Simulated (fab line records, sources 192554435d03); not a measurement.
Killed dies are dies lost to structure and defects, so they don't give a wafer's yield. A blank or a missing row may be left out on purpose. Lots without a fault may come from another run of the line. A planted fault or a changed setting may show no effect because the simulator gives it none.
Split-lot experiment | flow n5_finfet | 7 lots, 39 wafers read, on a route of 1938 steps

THE SPLIT
At N5_BEOL_M12_DEP_53 (deposits SiCN from 3MS/NH3, target thk 30 nm, time 10.5 s), the setting target_thk_a was moved away from the recipe's 300 angstrom on 15 of the 39 wafers read, by -52.5% to +41.2%. The other wafers ran this setting at the recipe's value.

The reading is taken at the split's own step.

THE READING
SiCN_of_BEOL_M12_DEP_53.thk_nm (the simulator's own value, which no gauge read), in nm, at N5_BEOL_M12_DEP_53 (deposits SiCN from 3MS/NH3, target thk 30 nm, time 10.5 s). The file gives no usual value for it. The 24 wafers here that ran the recipe average 29.8 nm, standard deviation 0.39 nm.

wafer  | tool, chamber at the split | target_thk_a as run, angstrom | against the recipe | SiCN_of_BEOL_M12_DEP_53.thk_nm, nm | against lot-mates on the recipe
L075.1 | pecvd-01, 2,0              | 385.5                         | +28.5%             | 38.4                               | +8.2
L075.3 | pecvd-01, 2,0              | 385.5                         | +28.5%             | 38.4                               | +8.2
L075.2 | pecvd-01, 1                | 300                           | recipe             | 29.6                               | -
L075.4 | pecvd-01, 1                | 300                           | recipe             | 30.6                               | -
L075.5 | pecvd-01, 0                | 300                           | recipe             | 30.4                               | -
L075.6 | pecvd-01, 2                | 385.5                         | +28.5%             | 39                                 | +8.8
L079.1 | pecvd-01, 2                | 300                           | recipe             | 29.6                               | -
L079.3 | pecvd-01, 0,2              | 300                           | recipe             | 29.8                               | -
L079.6 | pecvd-01, 0,2              | 300                           | recipe             | 29.8                               | -
L080.1 | pecvd-01, 2                | 300                           | recipe             | 29.2                               | -
L080.2 | pecvd-01, 0                | 300                           | recipe             | 29.4                               | -
L080.3 | pecvd-01, 0                | 423.7                         | +41.2%             | 42                                 | +12.4
L080.4 | pecvd-01, 2                | 423.7                         | +41.2%             | 42.6                               | +13.0
L080.5 | pecvd-01, 0                | 300                           | recipe             | 30.2                               | -
L080.6 | pecvd-01, 2                | 423.7                         | +41.2%             | 42.2                               | +12.6
L083.1 | pecvd-02, 0                | 142.5                         | -52.5%             | 14                                 | -15.7
L083.2 | pecvd-02, 1                | 300                           | recipe             | 29.6                               | -
L083.3 | pecvd-02, 2                | 300                           | recipe             | 29.4                               | -
L083.4 | pecvd-02, 0                | 142.5                         | -52.5%             | 14.2                               | -15.5
L083.5 | pecvd-02, 2                | 300                           | recipe             | 30                                 | -
L083.6 | pecvd-02, 1                | 142.5                         | -52.5%             | 13.8                               | -15.9
L084.1 | pecvd-04, 1                | 300                           | recipe             | 29.6                               | -
L084.2 | pecvd-04, 0                | 300                           | recipe             | 30.2                               | -
L084.3 | pecvd-04, 2,1              | 155.3                         | -48.2%             | 15.6                               | -14.5
L084.4 | pecvd-04, 2,1              | 155.3                         | -48.2%             | 15.6                               | -14.5
L084.5 | pecvd-04, 0                | 300                           | recipe             | 30.4                               | -
L084.6 | pecvd-04, 2                | 155.3                         | -48.2%             | 16                                 | -14.1
L092.1 | pecvd-01, 1,0              | 177.9                         | -40.7%             | 17.4                               | -12.8
L092.2 | pecvd-01, 1,0              | 177.9                         | -40.7%             | 17.4                               | -12.8
L092.3 | pecvd-01, 2,1              | 300                           | recipe             | 30                                 | -
L092.6 | pecvd-01, 2,1              | 300                           | recipe             | 30                                 | -
L092.4 | pecvd-01, 0                | 177.9                         | -40.7%             | 18                                 | -12.2
L092.5 | pecvd-01, 2                | 300                           | recipe             | 30.6                               | -
L093.1 | pecvd-02, 2                | 300                           | recipe             | 29.6                               | -
L093.4 | pecvd-02, 2                | 300                           | recipe             | 29.6                               | -
L093.2 | pecvd-02, 0,1              | 300                           | recipe             | 29.4                               | -
L093.3 | pecvd-02, 0,1              | 300                           | recipe             | 29.4                               | -
L093.5 | pecvd-02, 1,0              | 300                           | recipe             | 30                                 | -
L093.6 | pecvd-02, 1,0              | 300                           | recipe             | 30                                 | -
Where a row lists several chambers, the file gives one row for several wafers and doesn't say which wafer went through which chamber.

THE FIT
A straight line over all 39 wafers: SiCN_of_BEOL_M12_DEP_53.thk_nm changes by +0.3 nm for each +1% of target_thk_a; r = +1.00; the points scatter about the line by 0.37 nm.
The same after taking each lot's own level away (the mean of its wafers on the recipe; 39 wafers): +0.301 nm for each +1%; r = +1.00; scatter 0.33 nm.
On that fit, the largest move of target_thk_a shifts the reading by 16 nm.
The lots' own levels span 29.60 to 30.20 nm, that is 1.5 times the standard deviation above.
So the lot-to-lot level changes the slope little: the two slopes agree.
Check: with one of the wafers moved furthest among these (-52.5%) left out of the fit, the line predicts -15.8 nm for it against its lot-mates. It came out at -15.7 nm against them.

OTHER SPLITS ON THESE WAFERS
These wafers also went through other splits before the reading. Each is held against what the fit with the lots' levels taken away leaves over:
other split on the same wafers | wafers away from the commonest value | r with SiCN_of_BEOL_M12_DEP_53.thk_nm (lot level and that fit taken away)
N5_BEOL_M10_PECVD_70 time_s    | 12                                   | -0.12

THE FILE'S OWN FIT
SiCN_of_BEOL_M12_DEP_53.thk_nm changes by +0.301 nm for each +1% of target_thk_a, r = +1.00.
